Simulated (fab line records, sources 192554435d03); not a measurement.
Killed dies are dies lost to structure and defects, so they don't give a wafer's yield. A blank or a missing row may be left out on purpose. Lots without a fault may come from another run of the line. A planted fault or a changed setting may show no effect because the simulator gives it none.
fab line records | flow n5_finfet
record lots=7 wafers=21
route steps=1938 shown BEOL_M13@1673 BEOL_M14@1716 BEOL_M15@1773 TV_LITHO@1879 PASSIVATION@1910
start_h: hours from the record's first day to the start of the lot's first wafer shown | wait_h: hours since the lot's step before | " the same as in the row above | L1.1+2: a row that stands for several wafers | - no value, or no start given | * or withheld: withheld | < > ~ a bound
route shown NAME@n: a module of which the file shows steps, and the number in the route of the first | usual: mean/standard deviation of fault-free wafers | same: alike in all rows | chamber/n: place in a boat | sites: the reading at each site | _std_site: their standard deviation | _edge_site: outer sites' mean less inner sites' | radius_mm: how far each site lies from the wafer's centre | mask NAME#n: copy n | behind: the tool/chamber that last shaped the wafer | hold: why the lot was held/for how many hours/how that ended | device: the transistor (n, p or np) that didn't switch | end of line: the same wafers' tests at the end of the route | a step without rows: its recipe alone | killed: dies lost to structure and defects at the first sort, not the wafer's yield | map: a wafer's dies, x killed, . not, _ none there
set.NAME: the setting as run; set.NAME@STEP: as run at that earlier step | model.NAME: the simulator's own value behind a step, which no gauge read
lots whose settings were changed on purpose; a table a step, a row a wafer
## steps
# step N5_BEOL_M13_ETCH_59
# recipe chemistry=N2/H2 target=BARC target_depth_a=890 overetch_a=267 time_s=67.9 ion_energy_ev=200 pressure_mtorr=30 source_w=840 bias_w=150 n2_flow_sccm=200 h2_flow_sccm=200
# usual rf_vpp_V=524/3.1
# columns lot.wafer tool chamber start_h wait_h set.bias_w rf_vpp_V
L080.1 rie_diel-05 1 262.78 0.0 150 522
L080.2 " 3 " " 150 521
L080.5 " 3 " " 150 520
L087.1 rie_diel-03 2 310.98 0.0 150 525
L087.2 " 3 " " 150 529
L087.4 " 0 " " 150 523
L090.1 rie_diel-05 0 338.52 0.0 150 522
L090.5 " 3 " " 150 522
L090.6 " 2 " " 150 527
L091.1 rie_diel-04 1 347.59 0.0 150 520
L091.5 " 2 " " 123.1 465
L091.6 " 1 " " 150 522
L093.1 rie_diel-05 3 351.55 0.0 150 521
L093.2 " 2 " " 150 529
L093.5 " 2 " " 150 527
L095.1 rie_diel-04 1 357.32 0.0 164.3 552
L095.3 " 3 " " 150 523
L095.6 " 1 " " 150 521
L096.1 rie_diel-03 3 366.97 0.0 172.1 577
L096.3 " 0 " " 172.1 571
L096.6 " 2 " " 150 527
# step N5_BEOL_M13_EXPOSE_25
# recipe mask_id=M13 na=0.93 source_shape=conventional sigma_outer=0.4 polarization=unpolarized target_cd_nm=210 dose_mj=22
# columns lot.wafer tool chamber start_h wait_h mask set.dose_mj
L080.1+2+5 krf_scanner-02 0 263.43 - M13#0 22
L087.1+2 krf_scanner-02 0 311.63 - M13#0 22
L087.4 " 0 " " M13#0 22.63
L090.1+5 krf_scanner-02 0 339.18 - M13#0 22
L090.6 " 0 " " M13#0 21.5
L091.1+5+6 krf_scanner-02 0 348.24 - M13#0 22
L093.1+2+5 krf_scanner-02 0 352.21 - M13#0 22
L095.1+3 krf_scanner-02 0 357.98 - M13#0 22
L095.6 " 0 " " M13#0 22.48
L096.1 krf_scanner-01 0 367.74 - M13#0 21.54
L096.3+6 " 0 " " M13#0 22
# step N5_BEOL_M13_PEB_26
# recipe peb_temp_c=130 peb_time_s=90
# step N5_BEOL_M13_DEVELOP_27
# recipe develop_time_s=45 rinse_liquid=diw dry=air_spin dev_temp_c=21
# step N5_BEOL_M13_HARDBAKE_32
# recipe temp_c=130 time_s=120
# step N5_BEOL_M13_CD_MEAS_28
# recipe target_cd_nm=209.5 landing_energy_ev=500 detector=se_inlens
# usual cd_nm=209.4/1.2
# columns lot.wafer tool chamber start_h wait_h set.dose_mj@BEOL_M13_EXPOSE_25 cd_nm
L080.1 cd_sem-01 0 263.60 - 22 208.9
L080.2 " 0 " " 22 209.0
L080.5 " 0 " " 22 208.6
L087.1 cd_sem-02 0 311.80 - 22 208.4
L087.2 " 0 " " 22 208.5
L087.4 " 0 " " 22.63 210.7
L090.1 cd_sem-01 0 339.35 - 22 208.3
L090.5 " 0 " " 22 210.1
L090.6 " 0 " " 21.5 207.0
L091.1 cd_sem-02 0 348.41 - 22 208.6
L091.5 " 0 " " 22 209.8
L091.6 " 0 " " 22 208.3
L093.1 cd_sem-02 0 352.38 - 22 208.7
L093.2 " 0 " " 22 208.0
L093.5 " 0 " " 22 207.7
L095.1 cd_sem-01 0 358.15 - 22 208.8
L095.3 " 0 " " 22 208.3
L095.6 " 0 " " 22.48 210.0
L096.1 cd_sem-03 0 367.91 - 21.54 207.7
L096.3 " 0 " " 22 209.8
L096.6 " 0 " " 22 210.4
# step N5_BEOL_M13_DEP_53
# recipe material=SiCN target_thk_a=500 temp_c=withheld precursor=3MS/NH3 pressure_torr=3 rf_w=675 time_s=17.8
# columns lot.wafer tool chamber start_h wait_h set.time_s model.SiCN_of_BEOL_M13_DEP_53.thk_nm
L080.1 pecvd-01 1 266.29 0.0 15.82 45
L080.2 " 0 " " 15.82 45.2
L080.5 " 2 " " 17.8 51
L087.1 pecvd-04 2 314.20 0.0 17.8 49.2
L087.2 " 1 " " 19.07 52.4
L087.4 " 1 " " 17.8 50
L090.1 pecvd-01 0 343.22 0.0 20.13 56.8
L090.5 " 2 " " 17.8 50.6
L090.6 " 1 " " 17.8 50.4
L091.1 pecvd-01 2 352.34 0.0 15.64 43.4
L091.5 " 1 " " 17.8 50.8
L091.6 " 0 " " 17.8 50.4
L093.1 pecvd-04 2 354.64 0.0 17.8 49.8
L093.2 " 1 " " 17.8 49.4
L093.5 " 0 " " 17.8 50.8
L095.1 pecvd-03 1 360.66 0.0 16.57 45.4
L095.3 " 0 " " 17.8 48.2
L095.6 " 1 " " 16.57 46
L096.1+3 pecvd-01 2,1 378.71 0.0 17.8 50.2
L096.6 " 0 " " 17.8 51.6
# step N5_BEOL_M14_ILD_DEP_00
# recipe material=SiO2 target_thk_a=11193 temp_c=400 precursor=TEOS/O2 pressure_torr=6.5 rf_w=900 teos_flow_sccm=161.4 gas=O2 flow_sccm=2650 time_s=237.4
# columns lot.wafer tool chamber start_h wait_h set.time_s model.SiO2_of_BEOL_M14_ILD_DEP_00.thk_nm
L080.1 pecvd-02 2 266.42 0.0 237.4 1126
L080.2 " 0 " " 205.1 976.6
L080.5 " 0 " " 237.4 1145
L087.1 pecvd-02 1 314.33 0.0 203.9 962.2
L087.2 " 2 " " 237.4 1117
L087.4 " 0 " " 203.9 987.8
L090.1 pecvd-02 0 343.35 0.0 237.4 1117
L090.5 " 0 " " 237.4 1112
L090.6 " 2 " " 237.4 1123
L091.1 pecvd-04 1 352.47 0.0 237.4 1127
L091.5 " 0 " " 237.4 1140
L091.6 " 2 " " 227.7 1095
L093.1 pecvd-04 1 354.77 0.0 237.4 1104
L093.2 " 0 " " 237.4 1116
L093.5 " 1 " " 237.4 1147
L095.1 pecvd-04 0 360.79 0.0 257 1203
L095.3 " 2 " " 257 1207
L095.6 " 2 " " 237.4 1121
L096.1 pecvd-03 2 378.84 0.0 247.6 1152
L096.3 " 1 " " 237.4 1132
L096.6 " 2 " " 247.6 1176
# step N5_BEOL_M14_THK_MEAS_01
# recipe reads=SiO2_of_BEOL_M14_ILD_DEP_00
# usual M14_ILD_THK=1124/14
# columns lot.wafer tool chamber start_h wait_h set.time_s@BEOL_M14_ILD_DEP_00 M14_ILD_THK[nm]
L080.1 film_metro-02 - 266.61 0.1 237.4 1126
L080.2 " - " " 205.1 976
L080.5 " - " " 237.4 1146
L087.1 film_metro-01 - 314.52 0.1 203.9 962
L087.2 " - " " 237.4 1117
L087.4 " - " " 203.9 988
L090.1 film_metro-01 - 343.55 0.1 237.4 1117
L090.5 " - " " 237.4 1113
L090.6 " - " " 237.4 1122
L091.1 film_metro-02 - 352.66 0.1 237.4 1126
L091.5 " - " " 237.4 1140
L091.6 " - " " 227.7 1095
L093.1 film_metro-01 - 354.96 0.1 237.4 1105
L093.2 " - " " 237.4 1117
L093.5 " - " " 237.4 1147
L095.1 film_metro-02 - 360.98 0.1 257 1203
L095.3 " - " " 257 1207
L095.6 " - " " 237.4 1122
L096.1 film_metro-01 - 379.03 0.1 247.6 1152
L096.3 " - " " 237.4 1131
L096.6 " - " " 247.6 1176
# step N5_BEOL_M14_COAT_58
# recipe resist=BARC temp_c=205 time_s=60 spin_rpm=1500 resist_thk_nm=89
# step N5_BEOL_M14_COAT_04
# recipe spin_rpm=1704 resist_thk_nm=800
# step N5_BEOL_M14_DESCUM_15
# recipe chemistry=O2 time_s=7.9 source_power_w=50 bias_power_w=20 pressure_mtorr=20 rf_frequency_hz=2.712e+07 temp_c=40 o2_flow_sccm=225
# step N5_BEOL_M14_ETCH_59
# recipe chemistry=N2/H2 target=BARC target_depth_a=890 overetch_a=267 time_s=67.9 ion_energy_ev=200 pressure_mtorr=30 source_w=840 bias_w=150 n2_flow_sccm=200 h2_flow_sccm=200
# step N5_BEOL_M14_VIA_ETCH_16
# recipe chemistry=C4F8/O2/Ar target=SiO2 he_inner_torr=15 he_outer_torr=30 target_depth_a=12313 time_s=withheld ion_energy_ev=800 pressure_mtorr=20 source_w=1905 bias_w=2040 Ar_flow_sccm=400 C4F8_flow_sccm=16 O2_flow_sccm=12 ends=cleared
# columns lot.wafer tool chamber start_h wait_h set.time_s@BEOL_M14_ILD_DEP_00 model.etch.depth_nm model.coat_of_BEOL_M14_COAT_04.thk_nm
L080.1 rie_diel-02 2 267.51 0.0 * 1126 454.2
L080.2 " 0 " " * 976.7 489.6
L080.5 " 1 " " * 1145 445.4
L087.1 rie_diel-06 3 315.41 0.0 * 962.3 489.6
L087.2 " 1 " " * 1117 450.6
L087.4 " 3 " " * 987.8 482.8
L090.1 rie_diel-01 2 344.16 0.0 * 1117 458.6
L090.5 " 0 " " * 1112 461
L090.6 " 3 " " * 1123 457.4
L091.1 rie_diel-06 3 353.27 0.0 * 1127 453.4
L091.5 " 1 " " * 1140 448.4
L091.6 " 2 " " * 1095 460.2
L093.1 rie_diel-02 2 355.71 0.0 * 1104 456
L093.2 " 3 " " * 1116 456.4
L093.5 " 1 " " * 1147 442.6
L095.1 rie_diel-06 1 361.66 0.0 * 1203 434.6
L095.3 " 3 " " * 1207 434.4
L095.6 " 3 " " * 1121 451.6
L096.1 rie_diel-02 3 379.51 0.0 * 1152 446.4
L096.3 " 2 " " * 1132 443.6
L096.6 " 1 " " * 1176 432
# step N5_BEOL_M15_ILD_DEP_00
# recipe material=SiO2 target_thk_a=16293 temp_c=400 precursor=TEOS/O2 pressure_torr=6.5 rf_w=900 teos_flow_sccm=161.4 gas=O2 flow_sccm=2650 time_s=346.1
# columns lot.wafer tool chamber start_h wait_h set.temp_c model.SiO2_of_BEOL_M15_ILD_DEP_00.thk_nm
L080.1 pecvd-01 2 272.27 0.0 406.1 1540
L080.2 " 1 " " 400 1610
L080.5 " 2 " " 400 1639
L087.1 pecvd-02 1 319.13 0.0 400 1636
L087.2 " 0 " " 400 1629
L087.4 " 0 " " 400 1666
L090.1 pecvd-02 0 348.25 0.0 400 1629
L090.5 " 0 " " 400 1664
L090.6 " 2 " " 394.3 1729
L091.1 pecvd-04 2 357.76 0.0 400 1613
L091.5 " 0 " " 403.6 1570
L091.6 " 2 " " 403.6 1597
L093.1 pecvd-02 1 360.38 0.0 400 1626
L093.2 " 2 " " 400 1636
L093.5 " 1 " " 400 1627
L095.1 pecvd-02 2 367.76 0.0 397.9 1668
L095.3 " 0 " " 400 1607
L095.6 " 2 " " 397.9 1663
L096.1 pecvd-04 0 382.97 0.0 400 1627
L096.3 " 2 " " 393 1711
L096.6 " 0 " " 400 1646
# step N5_BEOL_M15_THK_MEAS_01
# recipe reads=SiO2_of_BEOL_M15_ILD_DEP_00
# usual M15_ILD_THK=1637/20
# columns lot.wafer tool chamber start_h wait_h set.temp_c@BEOL_M15_ILD_DEP_00 M15_ILD_THK[nm]
L080.1 film_metro-01 - 272.52 0.1 406.1 1541
L080.2 " - " " 400 1609
L080.5 " - " " 400 1641
L087.1 film_metro-02 - 319.38 0.1 400 1635
L087.2 " - " " 400 1628
L087.4 " - " " 400 1666
L090.1 film_metro-01 - 348.50 0.1 400 1629
L090.5 " - " " 400 1663
L090.6 " - " " 394.3 1730
L091.1 film_metro-02 - 358.01 0.1 400 1613
L091.5 " - " " 403.6 1569
L091.6 " - " " 403.6 1598
L093.1 film_metro-01 - 360.63 0.1 400 1624
L093.2 " - " " 400 1635
L093.5 " - " " 400 1627
L095.1 film_metro-02 - 368.01 0.1 397.9 1667
L095.3 " - " " 400 1606
L095.6 " - " " 397.9 1664
L096.1 film_metro-01 - 383.22 0.1 400 1627
L096.3 " - " " 393 1711
L096.6 " - " " 400 1646
# step N5_BEOL_M15_COAT_04
# recipe spin_rpm=1704 resist_thk_nm=800
# columns lot.wafer tool chamber start_h wait_h set.spin_rpm model.coat_of_BEOL_M15_COAT_04.thk_nm
L080.1 litho_track-04 0 - - 1704 801.2
L080.2 " 0 " " 1704 800.8
L080.5 " 0 " " 1704 802.4
L087.1 litho_track-04 0 - - 1704 801.6
L087.2 " 0 " " 1704 799.8
L087.4 " 0 " " 1704 801
L090.1 litho_track-03 0 - - 1704 797.2
L090.5 " 0 " " 1882 761.2
L090.6 " 0 " " 1882 759.6
L091.1 litho_track-04 0 - - 1704 798.4
L091.5 " 0 " " 1654 813
L091.6 " 0 " " 1704 801.8
L093.1 litho_track-01 0 - - 1704 800
L093.2 " 0 " " 1704 797.8
L093.5 " 0 " " 1704 796.8
L095.1 litho_track-01 0 - - 1704 800.6
L095.3 " 0 " " 1704 803.2
L095.6 " 0 " " 1704 799.4
L096.1 litho_track-01 0 - - 1820 772.4
L096.3 " 0 " " 1704 799
L096.6 " 0 " " 1820 773.6
# step N5_BEOL_M15_EBR_06
# recipe solvent=PGMEA ebr_width_mm=1.5
# step N5_BEOL_M15_SOFTBAKE_05
# recipe temp_c=130 time_s=60
# step N5_BEOL_M15_DESCUM_15
# recipe chemistry=O2 time_s=7.9 source_power_w=50 bias_power_w=20 pressure_mtorr=20 rf_frequency_hz=2.712e+07 temp_c=40 o2_flow_sccm=225
# columns lot.wafer tool chamber start_h wait_h set.spin_rpm@BEOL_M15_COAT_04 model.coat_of_BEOL_M15_COAT_04.thk_nm
L080.1 rie_diel-05 3 272.91 0.0 1704 783.2
L080.2 " 1 " " 1704 782.8
L080.5 " 1 " " 1704 784.2
L087.1 rie_diel-05 2 320.13 0.4 1704 783.4
L087.2 " 0 " " 1704 781.6
L087.4 " 1 " " 1704 782.8
L090.1 rie_diel-03 2 349.02 0.0 1704 779.2
L090.5 " 3 " " 1882 743
L090.6 " 0 " " 1882 741.4
L091.1 rie_diel-03 0 358.40 0.0 1704 780.2
L091.5 " 0 " " 1654 794.8
L091.6 " 3 " " 1704 783.8
L093.1 rie_diel-04 2 361.36 0.2 1704 782
L093.2 " 1 " " 1704 779.6
L093.5 " 2 " " 1704 778.6
L095.1 rie_diel-03 3 368.69 0.2 1704 782.6
L095.3 " 1 " " 1704 785
L095.6 " 2 " " 1704 781.2
L096.1 rie_diel-04 1 383.62 0.0 1820 754.4
L096.3 " 0 " " 1704 780.8
L096.6 " 0 " " 1820 755.4
# step N5_BEOL_M15_ETCH_59
# recipe chemistry=N2/H2 target=BARC target_depth_a=890 overetch_a=267 time_s=67.9 ion_energy_ev=200 pressure_mtorr=30 source_w=840 bias_w=150 n2_flow_sccm=200 h2_flow_sccm=200
# step N5_BEOL_M15_VIA_ETCH_16
# recipe chemistry=C4F8/O2/Ar target=SiO2 he_inner_torr=15 he_outer_torr=30 target_depth_a=17922 time_s=withheld ion_energy_ev=800 pressure_mtorr=20 source_w=1905 bias_w=2040 Ar_flow_sccm=400 C4F8_flow_sccm=16 O2_flow_sccm=12 ends=cleared
# columns lot.wafer tool chamber start_h wait_h set.temp_c@BEOL_M15_ILD_DEP_00 model.etch.depth_nm
L080.1 rie_diel-05 3 272.99 0.0 406.1 1540
L080.2 " 1 " " 400 1610
L080.5 " 1 " " 400 1639
L087.1 rie_diel-05 2 320.22 0.0 400 1636
L087.2 " 0 " " 400 1629
L087.4 " 1 " " 400 1666
L090.1 rie_diel-03 2 349.11 0.0 400 1629
L090.5 " 3 " " 400 1664
L090.6 " 0 " " 394.3 1729
L091.1 rie_diel-03 0 358.49 0.0 400 1613
L091.5 " 0 " " 403.6 1570
L091.6 " 3 " " 403.6 1597
L093.1 rie_diel-04 2 361.45 0.0 400 1626
L093.2 " 1 " " 400 1636
L093.5 " 2 " " 400 1627
L095.1 rie_diel-03 3 368.78 0.0 397.9 1668
L095.3 " 1 " " 400 1607
L095.6 " 2 " " 397.9 1663
L096.1 rie_diel-04 1 383.71 0.0 400 1627
L096.3 " 0 " " 393 1711
L096.6 " 0 " " 400 1646
# step N5_PASSIVATION_EXPOSE_07
# recipe mask_id=TV na=0.55 source_shape=conventional sigma_outer=0.8 polarization=unpolarized defocus_nm=0 target_cd_nm=3000 dose_mj=22.75
# columns lot.wafer tool chamber start_h wait_h mask set.dose_mj
L080.1 krf_scanner-02 0 284.92 - TV#0 23.45
L080.2+5 " 0 " " TV#0 22.75
L087.1+2 krf_scanner-02 0 334.78 - TV#0 21.64
L087.4 " 0 " " TV#0 22.75
L090.1+6 krf_scanner-01 0 360.88 - TV#0 22.75
L090.5 " 0 " " TV#0 23.28
L091.1+5+6 krf_scanner-01 0 370.66 - TV#0 22.75
L093.1+2+5 krf_scanner-02 0 374.10 - TV#0 22.75
L095.1+3 krf_scanner-01 0 386.33 - TV#0 22.75
L095.6 " 0 " " TV#0 23.68
L096.1+3 krf_scanner-01 0 396.70 - TV#0 22.75
L096.6 " 0 " " TV#0 21.13
# step N5_PASSIVATION_PEB_08
# recipe peb_temp_c=withheld peb_time_s=*
# step N5_PASSIVATION_DEVELOP_09
# recipe develop_time_s=60 rinse_liquid=diw dry=air_spin dev_temp_c=21
# step N5_PASSIVATION_HARDBAKE_11
# recipe temp_c=130 time_s=120
# step N5_PASSIVATION_CD_MEAS_10
# recipe target_cd_nm=3000 landing_energy_ev=500 detector=se_inlens
# usual cd_nm=3000.1/2.2
# columns lot.wafer tool chamber start_h wait_h set.dose_mj@PASSIVATION_EXPOSE_07 cd_nm
L080.1 cd_sem-02 0 285.10 - 23.45 3007.3
L080.2 " 0 " " 22.75 2999.9
L080.5 " 0 " " 22.75 3001.0
L087.1 cd_sem-03 0 334.96 - 21.64 2987.8
L087.2 " 0 " " 21.64 2988.5
L087.4 " 0 " " 22.75 2998.8
L090.1 cd_sem-02 0 361.06 - 22.75 2998.8
L090.5 " 0 " " 23.28 3004.4
L090.6 " 0 " " 22.75 2996.2
L091.1 cd_sem-01 0 370.83 - 22.75 3001.6
L091.5 " 0 " " 22.75 3000.8
L091.6 " 0 " " 22.75 3002.0
L093.1 cd_sem-03 0 374.28 - 22.75 2999.5
L093.2 " 0 " " 22.75 3000.1
L093.5 " 0 " " 22.75 3000.8
L095.1 cd_sem-03 0 386.51 - 22.75 3001.2
L095.3 " 0 " " 22.75 3002.0
L095.6 " 0 " " 23.68 3007.7
L096.1 cd_sem-02 0 396.88 - 22.75 3000.5
L096.3 " 0 " " 22.75 3002.6
L096.6 " 0 " " 21.13 2983.8
# step N5_PASSIVATION_ETCH_59
# recipe chemistry=Cl2/BCl3 target=TaN target_depth_a=650 time_s=34.9 ion_energy_ev=100 pressure_mtorr=10 icp_w=900 bias_w=100 Cl2_flow_sccm=60 bcl3_flow_sccm=30
# columns lot.wafer tool chamber start_h wait_h set.time_s model.etch.depth_nm
L080.1 rie_metal-01 1 288.20 0.3 34.9 67.22
L080.2 " 0 " " 34.9 63.86
L080.5 " 0 " " 34.9 63.84
L087.1 rie_metal-01 0 337.59 0.3 30.13 54.55
L087.2 " 1 " " 30.13 57.72
L087.4 " 1 " " 34.9 67.03
L090.1 rie_metal-01 0 363.65 0.3 34.9 63.03
L090.5 " 1 " " 34.9 66.69
L090.6 " 0 " " 42.22 75.67
L091.1 rie_metal-02 0 372.87 0.3 37.54 70.1
L091.5 " 1 " " 37.54 72.5
L091.6 " 0 " " 34.9 65.38
L093.1 rie_metal-03 0 376.51 0.3 34.9 66.25
L093.2 " 1 " " 34.9 66.06
L093.5 " 0 " " 34.9 65.7
L095.1 rie_metal-01 0 388.86 0.3 38.56 69.58
L095.3 " 1 " " 34.9 66.83
L095.6 " 0 " " 38.56 70.23
L096.1 rie_metal-03 0 399.49 0.3 34.9 67.14
L096.3 " 1 " " 34.9 66.77
L096.6 " 1 " " 34.9 66.83
## key
split step=N5_BEOL_M13_ETCH_59 setting=bias_w stated=150 by=wafer
response step=N5_BEOL_M13_ETCH_59 reading=rf_vpp_V change=+3.16 per=1% r=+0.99
split step=N5_BEOL_M13_EXPOSE_25 setting=dose_mj stated=22 by=wafer
response step=N5_BEOL_M13_CD_MEAS_28 reading=cd_nm change=+0.862 per=1% r=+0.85
split step=N5_BEOL_M13_DEP_53 setting=time_s stated=17.8 by=wafer
response step=N5_BEOL_M13_DEP_53 reading=model.SiCN_of_BEOL_M13_DEP_53.thk_nm change=+0.504 per=1% r=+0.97
split step=N5_BEOL_M14_ILD_DEP_00 setting=time_s stated=237.4 by=wafer
response step=N5_BEOL_M14_ILD_DEP_00 reading=model.SiO2_of_BEOL_M14_ILD_DEP_00.thk_nm change=+10.6 per=1% r=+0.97
response step=N5_BEOL_M14_THK_MEAS_01 reading=M14_ILD_THK change=+10.6 per=1% r=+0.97
response step=N5_BEOL_M14_VIA_ETCH_16 reading=model.etch.depth_nm change=+10.6 per=1% r=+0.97
response step=N5_BEOL_M14_VIA_ETCH_16 reading=model.coat_of_BEOL_M14_COAT_04.thk_nm change=-2.55 per=1% r=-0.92
split step=N5_BEOL_M15_ILD_DEP_00 setting=temp_c stated=400 by=wafer
response step=N5_BEOL_M15_ILD_DEP_00 reading=model.SiO2_of_BEOL_M15_ILD_DEP_00.thk_nm change=-51 per=1% r=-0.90
response step=N5_BEOL_M15_THK_MEAS_01 reading=M15_ILD_THK change=-51.4 per=1% r=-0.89
response step=N5_BEOL_M15_VIA_ETCH_16 reading=model.etch.depth_nm change=-51 per=1% r=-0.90
split step=N5_BEOL_M15_COAT_04 setting=spin_rpm stated=1704 by=wafer
response step=N5_BEOL_M15_COAT_04 reading=model.coat_of_BEOL_M15_COAT_04.thk_nm change=-3.65 per=1% r=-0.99
response step=N5_BEOL_M15_DESCUM_15 reading=model.coat_of_BEOL_M15_COAT_04.thk_nm change=-3.66 per=1% r=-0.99
split step=N5_PASSIVATION_EXPOSE_07 setting=dose_mj stated=22.75 by=wafer
response step=N5_PASSIVATION_CD_MEAS_10 reading=cd_nm change=+2.26 per=1% r=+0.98
split step=N5_PASSIVATION_ETCH_59 setting=time_s stated=34.9 by=wafer
response step=N5_PASSIVATION_ETCH_59 reading=model.etch.depth_nm change=+0.57 per=1% r=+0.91
